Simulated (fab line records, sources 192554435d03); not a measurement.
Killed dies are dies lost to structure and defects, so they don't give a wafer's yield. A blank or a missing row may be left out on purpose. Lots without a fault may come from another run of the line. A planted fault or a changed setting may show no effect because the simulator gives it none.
Chamber matching | flow n5_finfet | N5_SD_EPI_N_ETCH_34 on rie_diel-06: 4 sister chambers
The step etches SiARC in CF4, target depth 45.5 nm, time 75.8 s. 22 wafers are shown with their chamber, then 11 later ones without.

WAFERS WITH THEIR CHAMBER
wafer  | chamber | showerhead_plenum_p_Torr (Torr) | throttle_valve_pct (%) | drypump_motor_current_A (A)
L075.1 | 0       | 2.22                            | 15.77                  | 5.0
L075.3 | 3       | 2.09                            | 15.12                  | 4.9
L075.5 | 3       | 2.09                            | 15.14                  | 4.9
L076.1 | 3       | 2.09                            | 15.13                  | 4.9
L076.4 | 1       | 2.18                            | 15.54                  | 5.3
L076.6 | 3       | 2.09                            | 15.12                  | 4.9
L077.2 | 2       | 2.08                            | 15.58                  | 5.2
L077.5 | 1       | 2.18                            | 15.55                  | 5.4
L077.6 | 0       | 2.22                            | 15.78                  | 5.0
L079.1 | 1       | 2.18                            | 15.57                  | 5.4
L079.2 | 0       | 2.22                            | 15.78                  | 5.0
L079.5 | 0       | 2.22                            | 15.77                  | 5.1
L080.2 | 3       | 2.08                            | 15.14                  | 4.9
L080.3 | 1       | 2.18                            | 15.57                  | 5.4
L080.4 | 2       | 2.07                            | 15.60                  | 5.2
L082.1 | 1       | 2.18                            | 15.58                  | 5.4
L082.3 | 2       | 2.07                            | 15.60                  | 5.2
L082.6 | 1       | 2.18                            | 15.58                  | 5.4
L085.1 | 1       | 2.18                            | 15.61                  | 5.4
L085.4 | 2       | 2.07                            | 15.60                  | 5.2
L085.5 | 3       | 2.08                            | 15.18                  | 4.9
L086.2 | 3       | 2.08                            | 15.19                  | 4.9

SIGNATURES (means of the wafers above)
reading                  | chamber 0 | chamber 1 | chamber 2 | chamber 3 | scatter within a chamber
showerhead_plenum_p_Torr | 2.2200    | 2.1800    | 2.0725    | 2.0857    | 0.0037
throttle_valve_pct       | 15.7750   | 15.5714   | 15.5950   | 15.1457   | 0.0214
drypump_motor_current_A  | 5.025     | 5.386     | 5.200     | 4.900     | 0.0299
Rule: a wafer's distance from a chamber is the root of the sum, over the readings, of the square of ((its reading less the chamber's mean) divided by the reading's scatter). The wafer belongs to the nearest chamber; if the next one is less than 2 further off, it can't be placed. The scatter: the root of (the sum of the squares of (reading less its chamber's mean) over the shown wafers, divided by (wafers less chambers)).

WAFERS WITHOUT THEIR CHAMBER
wafer  | showerhead_plenum_p_Torr (Torr) | throttle_valve_pct (%) | drypump_motor_current_A (A)
L086.4 | 2.07                            | 15.62                  | 5.2
L086.6 | 2.07                            | 15.60                  | 5.2
L090.2 | 2.18                            | 15.61                  | 5.4
L090.3 | 2.07                            | 15.63                  | 5.2
L090.4 | 2.21                            | 15.82                  | 5.0
L091.3 | 2.17                            | 15.59                  | 5.4
L091.4 | 2.21                            | 15.82                  | 5.1
L091.6 | 2.07                            | 15.64                  | 5.2
L094.2 | 2.07                            | 15.22                  | 4.9
L094.3 | 2.07                            | 15.64                  | 5.2
L094.4 | 2.17                            | 15.62                  | 5.4

WHICH CHAMBER EACH WENT THROUGH
wafer  | from the rows above | in truth
L086.4 | 2                   | 2
L086.6 | 2                   | 2
L090.2 | 1                   | 1
L090.3 | 2                   | 2
L090.4 | 0                   | 0
L091.3 | 1                   | 1
L091.4 | 0                   | 0
L091.6 | 2                   | 2
L094.2 | 3                   | 3
L094.3 | 2                   | 2
L094.4 | 1                   | 1
Placed correctly: 11 of 11. Can't be placed from these rows: 0. Placed wrongly: 0.
